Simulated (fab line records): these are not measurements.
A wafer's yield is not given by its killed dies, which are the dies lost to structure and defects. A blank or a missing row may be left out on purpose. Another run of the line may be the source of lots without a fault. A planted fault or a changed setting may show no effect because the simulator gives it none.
Matching of chambers / flow n5Finfet / pecvd-03 running N5_BEOL_M13_DEP_53: 3 sister chambers
The step deposits SiCN from 3MS/NH3, target thk 50 nm, time 17.8 s. 14 wafers are shown with their chamber, then 6 later ones without.

WAFERS WITH THEIR CHAMBER
wafer=L446.2; chamber=2; showerheadPlenumPTorr (Torr)=4.116; throttleValvePct (%)=18.2
wafer=L446.3; chamber=0; showerheadPlenumPTorr (Torr)=4.208; throttleValvePct (%)=17.6
wafer=L446.6; chamber=0; showerheadPlenumPTorr (Torr)=4.187; throttleValvePct (%)=17.6
wafer=L449.2; chamber=2; showerheadPlenumPTorr (Torr)=4.117; throttleValvePct (%)=18.1
wafer=L449.4; chamber=1; showerheadPlenumPTorr (Torr)=4.173; throttleValvePct (%)=19.0
wafer=L449.6; chamber=0; showerheadPlenumPTorr (Torr)=4.195; throttleValvePct (%)=17.6
wafer=L451.2; chamber=2; showerheadPlenumPTorr (Torr)=4.122; throttleValvePct (%)=18.1
wafer=L451.3; chamber=0; showerheadPlenumPTorr (Torr)=4.187; throttleValvePct (%)=17.7
wafer=L451.6; chamber=1; showerheadPlenumPTorr (Torr)=4.181; throttleValvePct (%)=19.3
wafer=L452.1; chamber=0; showerheadPlenumPTorr (Torr)=4.181; throttleValvePct (%)=17.4
wafer=L452.3; chamber=2; showerheadPlenumPTorr (Torr)=4.109; throttleValvePct (%)=18.5
wafer=L452.6; chamber=2; showerheadPlenumPTorr (Torr)=4.125; throttleValvePct (%)=18.4
wafer=L460.3; chamber=2; showerheadPlenumPTorr (Torr)=4.109; throttleValvePct (%)=18.3
wafer=L460.6; chamber=0; showerheadPlenumPTorr (Torr)=4.208; throttleValvePct (%)=17.4

SIGNATURES (averages over the wafers above)
reading=showerheadPlenumPTorr; chamber 0=4.19433; chamber 1=4.17700; chamber 2=4.11633; scatter within a chamber=0.00908
reading=throttleValvePct; chamber 0=17.550; chamber 1=19.150; chamber 2=18.267; scatter within a chamber=0.152
Rule: a wafer lies at a distance from a chamber equal to the root of the sum of squares, over the readings, of (its reading less the chamber's mean, divided by the reading's scatter). If the next closest chamber is less than 2 further off than the closest, the wafer can't be placed; otherwise it belongs to the closest. The scatter: the root of (the sum of the squares of (reading less its chamber's mean) over the shown wafers, divided by (wafers less chambers)).

WAFERS WHOSE CHAMBER IS MISSING
wafer=L464.1; showerheadPlenumPTorr (Torr)=4.198; throttleValvePct (%)=17.5
wafer=L464.3; showerheadPlenumPTorr (Torr)=4.198; throttleValvePct (%)=17.4
wafer=L464.4; showerheadPlenumPTorr (Torr)=4.118; throttleValvePct (%)=18.4
wafer=L467.1; showerheadPlenumPTorr (Torr)=4.191; throttleValvePct (%)=19.2
wafer=L467.2; showerheadPlenumPTorr (Torr)=4.192; throttleValvePct (%)=17.4
wafer=L467.3; showerheadPlenumPTorr (Torr)=4.125; throttleValvePct (%)=18.5

EACH ONE'S CHAMBER
wafer=L464.1; from the rows above=0; in truth=0
wafer=L464.3; from the rows above=0; in truth=0
wafer=L464.4; from the rows above=2; in truth=2
wafer=L467.1; from the rows above=1; in truth=1
wafer=L467.2; from the rows above=0; in truth=0
wafer=L467.3; from the rows above=2; in truth=2
Correct placement for 6 of the 6. Left unplaced by these rows: 0. Placed wrongly: 0.
